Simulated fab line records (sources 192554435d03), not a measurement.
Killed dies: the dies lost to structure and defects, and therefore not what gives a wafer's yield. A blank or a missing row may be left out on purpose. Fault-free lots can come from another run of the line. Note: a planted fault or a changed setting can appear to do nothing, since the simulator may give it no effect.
Split-lot study	flow n5 finfet	on a route of 1938 steps: 7 lots, 39 wafers read

== ON THE SPLIT ==
At N5_BEOL_M0_SAQP_ETCH_106 (etches SOC in N2/H2, stops on SiNx, target depth 150 nm), the setting target depth a was moved away from the recipe's 1500 angstrom on 15 of the 39 wafers read, by -39.9% to +59.6%. The other wafers ran this setting at the recipe's value.

The reading comes from the split's own step.

== THE READING ==
SOC_of_BEOL_M0_SAQP_COAT_105.thk nm (the simulator's own value, which no gauge read), in nm, at N5_BEOL_M0_SAQP_ETCH_106 (etches SOC in N2/H2, stops on SiNx, target depth 150 nm). The file gives no usual value for it. Average 24.2 nm, standard deviation 1.3 nm, over the 24 wafers here run with the recipe.

wafer	tool, chamber at the split	target depth a as run, angstrom	against the recipe	SOC_of_BEOL_M0_SAQP_COAT_105.thk nm, nm	against lot-mates on the recipe
L077.1	rie diel-06, 3	1500	recipe	25.2	-
L077.2	rie diel-06, 1	1500	recipe	25.8	-
L077.3	rie diel-06, 2	1500	recipe	22.6	-
L077.4	rie diel-06, 3	1500	recipe	25.4	-
L077.5	rie diel-06, 1	1500	recipe	26	-
L077.6	rie diel-06, 2	1500	recipe	23.2	-
L080.3	rie diel-05, 2,1	1500	recipe	23.2	-
L080.4	rie diel-05, 2,1	1500	recipe	23.2	-
L080.5	rie diel-05, 2	1500	recipe	23.4	-
L082.1	rie diel-05, 0,3	1500	recipe	25	-
L082.5	rie diel-05, 0,3	1500	recipe	25	-
L082.2	rie diel-05, 2	1078	-28.1%	44	+18.6
L082.3	rie diel-05, 1	1078	-28.1%	44.8	+19.4
L082.4	rie diel-05, 3	1500	recipe	26.2	-
L082.6	rie diel-05, 0	1078	-28.1%	45.6	+20.2
L083.1	rie diel-05, 0,3	1500	recipe	25.2	-
L083.4	rie diel-05, 0,3	1500	recipe	25.2	-
L083.2	rie diel-05, 1	1500	recipe	23.8	-
L083.3	rie diel-05, 2,0,1	2224	+48.3%	0	-24.7
L083.5	rie diel-05, 2,0,1	2224	+48.3%	0	-24.7
L083.6	rie diel-05, 2,0,1	2224	+48.3%	0	-24.7
L084.1	rie diel-03, 1	1500	recipe	23.8	-
L084.2	rie diel-03, 0	1500	recipe	22.4	-
L084.3	rie diel-03, 3	901.9	-39.9%	54	+30.9
L084.4	rie diel-03, 2	901.9	-39.9%	55.6	+32.5
L084.5	rie diel-03, 1	1500	recipe	23.2	-
L084.6	rie diel-03, 0	901.9	-39.9%	53.6	+30.5
L085.1	rie diel-05, 2	1500	recipe	23.2	-
L085.2	rie diel-05, 1,2,3	2394	+59.6%	0	-25.1
L085.5	rie diel-05, 1,2,3	2394	+59.6%	0	-25.1
L085.6	rie diel-05, 1,2,3	2394	+59.6%	0	-25.1
L085.3	rie diel-05, 3	1500	recipe	26.2	-
L085.4	rie diel-05, 0	1500	recipe	25.8	-
L097.1	rie diel-06, 3,0,1	2255	+50.3%	0	-22.9
L097.3	rie diel-06, 3,0,1	2255	+50.3%	0	-22.9
L097.5	rie diel-06, 3,0,1	2255	+50.3%	0	-22.9
L097.2	rie diel-06, 2	1500	recipe	22.6	-
L097.6	rie diel-06, 2	1500	recipe	22.6	-
L097.4	rie diel-06, 1	1500	recipe	23.6	-
Rows listing several chambers each stand for several wafers; the file does not say which wafer went through which chamber.

FIT RESULTS
A straight line over all 39 wafers: SOC_of_BEOL_M0_SAQP_COAT_105.thk nm changes by -0.537 nm for each +1% of target depth a; r = -0.98; the points scatter about the line by 3.3 nm.
The same after taking each lot's own level away (the mean of its wafers on the recipe; 39 wafers): -0.539 nm for each +1%; r = -0.98; scatter 3.3 nm.
That fit puts the effect of the largest move of target depth a on the reading at 32 nm.
The span of the lots' own levels, 22.93 to 25.40 nm, comes to 1.9 times the standard deviation stated above.
So the lot-to-lot level changes the slope little: the two slopes agree.
Check: for one of the wafers moved furthest among these (+59.6%), held out of the fit, the line's prediction against its lot-mates is -30.7 nm. Against them it came out at -25.1 nm.

== THE WHOLE CHAIN: every reading that the file lists as answering this split, in the file's order ==
step	what it does	reading	change (the file's fit)	r (the file's)
N5_BEOL_M0_SAQP_ETCH_106	etches SOC in N2/H2, stops on SiNx, target depth 150 nm	SOC_of_BEOL_M0_SAQP_COAT_105.thk nm (the simulator's own value, which no gauge read)	-0.522 nm for each +1% of the setting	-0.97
N5_BEOL_M0_SAQP_ETCH_107	etches SiNx in CH3F/O2, target depth 30 nm	SOC_of_BEOL_M0_SAQP_COAT_105.thk nm (the simulator's own value, which no gauge read)	not straight: 43.4 at the lowest setting, 13.33 at the recipe, 0 at the highest	not given

== THE FILE'S OWN FIT ==
SOC_of_BEOL_M0_SAQP_COAT_105.thk nm changes by -0.522 nm for each +1% of target depth a, r = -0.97.
